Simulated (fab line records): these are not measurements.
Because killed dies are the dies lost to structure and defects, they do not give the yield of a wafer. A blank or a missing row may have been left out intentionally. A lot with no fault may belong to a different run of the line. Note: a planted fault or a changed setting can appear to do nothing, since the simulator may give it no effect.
Struck lot and sound lot, side by side | flow n5Finfet | 14 out of 1938 route steps
Sound: these wafers, L968.1, L968.2, L968.5. Wafers L972.1, L972.4, L972.5 were the ones struck. At the end, the cause is stated.
At each step with rows: each side's tool, then ch and its chambers, then its first start. Under that, the readings that differ: sound wafers | struck wafers | difference of the means | sigmas: that difference in standard deviations of wafers without a fault.
alike: a reading whose means differ by less than 2 such deviations, as well as words and numbers matching on both sides. not compared: withheld readings; readings where some wafer has no value; bounds like >300 that might hide an equal value; numbers whose values overlap and for which the record gives no deviation.
A row with sigmas, a row that says differs or no value, or rows on one side alone: a step with any of these is where the two part. Non-overlapping numbers with no deviation appear without sigmas and do not part them. A reading that every wafer of one side lacks parts them only if that side has two wafers or more.

N5_BEOL_M11_ETCH_61: etches SiARC in CF4, target depth 39 nm, time 65 s.
  sound on rieDiel-05 ch 1,3, day 14 03:03; struck on rieDiel-05 ch 0,1,3, day 14 10:58
  alike: cf4FlowSccm, drypumpMotorCurrentA, etchRfOnTimeS, oesProductAu, rfFwdPowerW, rfVppV, showerheadPlenumPTorr, throttleValvePct
  not compared: rfHoursCounterH
N5_BEOL_M11_ETCH_62: etches SOC in N2/H2, target depth 110 nm, overetch 22 nm, time 165 s.
  sound on rieDiel-05 ch 1,3, day 14 03:06; struck on rieDiel-05 ch 0,1,3, day 14 11:01
  alike: drypumpMotorCurrentA, oesProductAu, rfFwdPowerW, rfVppV, showerheadPlenumPTorr, throttleValvePct
  not compared: rfHoursCounterH
then, 1 step without rows for these wafers: N5_BEOL_M11_STRIP_68 (strips in N2/H2).
N5_BEOL_M11_STRIP_67: strips in CF4.
  sound on rieDiel-05 ch 1,3, day 14 03:15; struck on rieDiel-05 ch 0,1,3, day 14 11:10
  alike: cf4FlowSccm, drypumpMotorCurrentA, oesProductAu, powerW, rfVppV, showerheadPlenumPTorr, throttleValvePct
  not compared: rfHoursCounterH
N5_BEOL_M11_HM_OPEN_17: chemistry Cl2/BCl3, target TiN, target depth 20 nm, overetch 6 nm.
  sound on rieMetal-03 ch 0,1, day 14 03:17; struck on rieMetal-02 ch 0,1, day 14 11:12
reading                  | sound          | struck         | difference | sigmas
drypumpMotorCurrentA (A) | 6.2 6.2 6.2    | 5.0 5.9 5.0    | -0.9       | -2
oesProductAu (a.u.)      | 0.79 0.75 0.79 | 0.64 0.68 0.63 | -0.13      | -2
  alike: mfcCl2Sccm, rfFwdPowerW, throttleValvePct
  not compared: rfHoursCounterH
N5_BEOL_M11_STRIP_19: strips in O2.
  sound on rieDiel-05 ch 0,1, day 14 03:25; struck on rieDiel-02 ch 0,1,2, day 14 11:19
  alike: drypumpMotorCurrentA, oesProductAu, rfVppV, showerheadPlenumPTorr, throttleValvePct
  not compared: rfHoursCounterH
N5_BEOL_M11_CD_MEAS_18: pitch 140 nm, target cd 70 nm.
  sound on cdSem-02, day 14 03:29; struck on cdSem-03, day 14 11:23
  alike: cdNm
then, 5 steps without rows for these wafers: N5_BEOL_M11_COAT_63 (time 60 s, resist thk 100 nm); N5_BEOL_M11_COAT_64 (time 60 s, resist thk 30 nm); N5_BEOL_M11_COAT_22 (resist thk 90 nm); N5_BEOL_M11_EBR_24; N5_BEOL_M11_SOFTBAKE_23 (time 60 s).
N5_BEOL_M11_EXPOSE_25: exposes mask V10.
  struck on arfiScanner-01, day 14 14:14; sound on arfiScanner-03 ch 0, day 14 04:16
  no value came back on the struck wafers for exposureDoseMJCm2, focusOffsetNm (nm), sigmaInner; on the sound wafers exposureDoseMJCm2 reads 85.33 85.24 85.43
  alike: mask
then, 1 step without rows for these wafers: N5_BEOL_M11_PEB_26 (peb time 60 s).

== WHERE THEY PART ==
Earliest at N5_BEOL_M11_HM_OPEN_17; latest, in this record, at N5_BEOL_M11_EXPOSE_25.

WHY: what had been put in by the simulator
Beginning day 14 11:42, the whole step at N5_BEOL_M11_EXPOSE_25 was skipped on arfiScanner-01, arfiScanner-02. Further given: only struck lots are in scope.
